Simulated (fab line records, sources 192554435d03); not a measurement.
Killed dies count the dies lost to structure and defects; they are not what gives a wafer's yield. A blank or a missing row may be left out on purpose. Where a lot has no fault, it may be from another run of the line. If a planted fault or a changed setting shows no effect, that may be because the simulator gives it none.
Split-lot trial / flow n5_finfet / 21 wafers read from 7 lots, route of 1938 steps

== SPLIT DETAILS ==
At N5_GATE_CUT_EXPOSE_10 (exposes mask GATE CUT, target cd 20 nm), the setting dose_mj was moved away from the recipe's 43.25 on 10 of the 21 wafers read, by -4.6% to +4.5%. For the rest of the wafers, this setting stayed at what the recipe calls for.

== FROM THE SPLIT TO THE READING: what the file shows between them, 2 steps ==
- N5_GATE_CUT_PEB_11: peb time 60 s
- N5_GATE_CUT_DEVELOP_12: develop time 30 s

== THE READING ==
cd_nm at N5_GATE_CUT_CD_MEAS_13, given in nm (cd target 20 nm). Fault-free wafers of this fab line usually give 20.07 nm, standard deviation 0.28 nm.

wafer=L080.2; tool, chamber at the split=euv_scanner-02, 0; dose_mj as run=45.21; against the recipe=+4.5%; cd_nm, nm=21.25; against lot-mates on the recipe=+0.95
wafer=L080.3; tool, chamber at the split=euv_scanner-02, 0; dose_mj as run=43.25; against the recipe=recipe; cd_nm, nm=20.30; against lot-mates on the recipe=-
wafer=L080.5; tool, chamber at the split=euv_scanner-02, 0; dose_mj as run=45.21; against the recipe=+4.5%; cd_nm, nm=21.19; against lot-mates on the recipe=+0.89
wafer=L081.1; tool, chamber at the split=euv_scanner-02, 0; dose_mj as run=43.25; against the recipe=recipe; cd_nm, nm=20.35; against lot-mates on the recipe=-
wafer=L081.3; tool, chamber at the split=euv_scanner-02, 0; dose_mj as run=43.25; against the recipe=recipe; cd_nm, nm=20.76; against lot-mates on the recipe=-
wafer=L081.4; tool, chamber at the split=euv_scanner-02, 0; dose_mj as run=43.25; against the recipe=recipe; cd_nm, nm=19.95; against lot-mates on the recipe=-
wafer=L082.1; tool, chamber at the split=euv_scanner-01, 0; dose_mj as run=41.27; against the recipe=-4.6%; cd_nm, nm=18.83; against lot-mates on the recipe=-0.80
wafer=L082.3; tool, chamber at the split=euv_scanner-01, 0; dose_mj as run=41.27; against the recipe=-4.6%; cd_nm, nm=19.24; against lot-mates on the recipe=-0.39
wafer=L082.4; tool, chamber at the split=euv_scanner-01, 0; dose_mj as run=43.25; against the recipe=recipe; cd_nm, nm=19.63; against lot-mates on the recipe=-
wafer=L083.1; tool, chamber at the split=euv_scanner-02, 0; dose_mj as run=43.25; against the recipe=recipe; cd_nm, nm=19.77; against lot-mates on the recipe=-
wafer=L083.4; tool, chamber at the split=euv_scanner-02, 0; dose_mj as run=45.17; against the recipe=+4.4%; cd_nm, nm=20.61; against lot-mates on the recipe=+0.84
wafer=L083.6; tool, chamber at the split=euv_scanner-02, 0; dose_mj as run=45.17; against the recipe=+4.4%; cd_nm, nm=20.84; against lot-mates on the recipe=+1.07
wafer=L088.3; tool, chamber at the split=euv_scanner-02, 0; dose_mj as run=43.25; against the recipe=recipe; cd_nm, nm=20.15; against lot-mates on the recipe=-
wafer=L088.4; tool, chamber at the split=euv_scanner-02, 0; dose_mj as run=45.19; against the recipe=+4.5%; cd_nm, nm=21.40; against lot-mates on the recipe=+1.25
wafer=L088.5; tool, chamber at the split=euv_scanner-02, 0; dose_mj as run=43.25; against the recipe=recipe; cd_nm, nm=20.14; against lot-mates on the recipe=-
wafer=L093.2; tool, chamber at the split=euv_scanner-01, 0; dose_mj as run=43.25; against the recipe=recipe; cd_nm, nm=20.58; against lot-mates on the recipe=-
wafer=L093.4; tool, chamber at the split=euv_scanner-01, 0; dose_mj as run=42.23; against the recipe=-2.4%; cd_nm, nm=19.65; against lot-mates on the recipe=-0.62
wafer=L093.5; tool, chamber at the split=euv_scanner-01, 0; dose_mj as run=43.25; against the recipe=recipe; cd_nm, nm=19.96; against lot-mates on the recipe=-
wafer=L094.1; tool, chamber at the split=euv_scanner-01, 0; dose_mj as run=44.62; against the recipe=+3.2%; cd_nm, nm=20.71; against lot-mates on the recipe=+0.59
wafer=L094.2; tool, chamber at the split=euv_scanner-01, 0; dose_mj as run=43.25; against the recipe=recipe; cd_nm, nm=20.12; against lot-mates on the recipe=-
wafer=L094.5; tool, chamber at the split=euv_scanner-01, 0; dose_mj as run=44.62; against the recipe=+3.2%; cd_nm, nm=20.43; against lot-mates on the recipe=+0.31

THE FIT
A straight line over all 21 wafers: cd_nm changes by +0.209 nm for each +1% of dose_mj; r = +0.89; the points scatter about the line by 0.31 nm.
The same after taking each lot's own level away (the mean of its wafers on the recipe; 21 wafers): +0.187 nm for each +1%; r = +0.91; scatter 0.24 nm.
On that fit, the largest move of dose_mj shifts the reading by 0.86 nm.
From 19.630 to 20.353 nm: that is the span of the lots' own levels, equal to 2.6 times the standard deviation above.
So the slope is not independent of the lot-to-lot level: the two fits are not the same.
Check: for one of the wafers moved furthest among these (-4.6%), held out of the fit, the line's prediction against its lot-mates is -0.821 nm. Against them it came out at -0.8 nm.

== THESE WAFERS: OTHER SPLITS ==
These wafers also went through other splits before the reading. Each is held against what the fit with the lots' levels taken away leaves over:
other split on the same wafers=N5_WELL_APT_COAT_02 spin_rpm; wafers away from the commonest value=4; r with cd_nm (lot level and that fit taken away)=+0.45
other split on the same wafers=N5_FIN_CUT_EXPOSE_05 dose_mj; wafers away from the commonest value=9; r with cd_nm (lot level and that fit taken away)=+0.21
other split on the same wafers=N5_FIN_CUT_ETCH_30 target_depth_a; wafers away from the commonest value=8; r with cd_nm (lot level and that fit taken away)=-0.23
other split on the same wafers=N5_DUMMY_GATE_COAT_28 spin_rpm; wafers away from the commonest value=6; r with cd_nm (lot level and that fit taken away)=-0.04
other split on the same wafers=N5_SD_EPI_P_EPI_21 epi_growth_time_s; wafers away from the commonest value=9; r with cd_nm (lot level and that fit taken away)=-0.35
other split on the same wafers=N5_SDB_ETCH_25 time_s; wafers away from the commonest value=11; r with cd_nm (lot level and that fit taken away)=-0.17
other split on the same wafers=N5_HKMG_FIN_ETCH_35 bias_w; wafers away from the commonest value=4; r with cd_nm (lot level and that fit taken away)=-0.06
other split on the same wafers=N5_HKMG_FIN_NWFM_ALD_20 ald_cycles; wafers away from the commonest value=5; r with cd_nm (lot level and that fit taken away)=+0.22
other split on the same wafers=N5_GATE_CUT_COAT_07 spin_rpm; wafers away from the commonest value=7; r with cd_nm (lot level and that fit taken away)=-0.11

== THE WHOLE CHAIN: every reading that the file lists as answering this split, in the file's order ==
step=N5_GATE_CUT_CD_MEAS_13; what it does=target cd 20 nm; reading=cd_nm; change (the file's fit)=+0.203 nm for each +1% of the setting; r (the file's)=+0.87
step=N5_GATE_CUT_DESCUM_18; what it does=chemistry O2, time 7 s; reading=GATE_CUT.cd_nm (the simulator's own value, which no gauge read); change (the file's fit)=+0.206 nm for each +1% of the setting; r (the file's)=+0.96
step=N5_GATE_CUT_ETCH_36; what it does=etches SiARC in CF4, target depth 13 nm, time 21.7 s; reading=GATE_CUT.cd_nm (the simulator's own value, which no gauge read); change (the file's fit)=+0.219 nm for each +1% of the setting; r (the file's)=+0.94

== THE FILE'S OWN FIT ==
cd_nm changes by +0.203 nm for each +1% of dose_mj, r = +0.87.
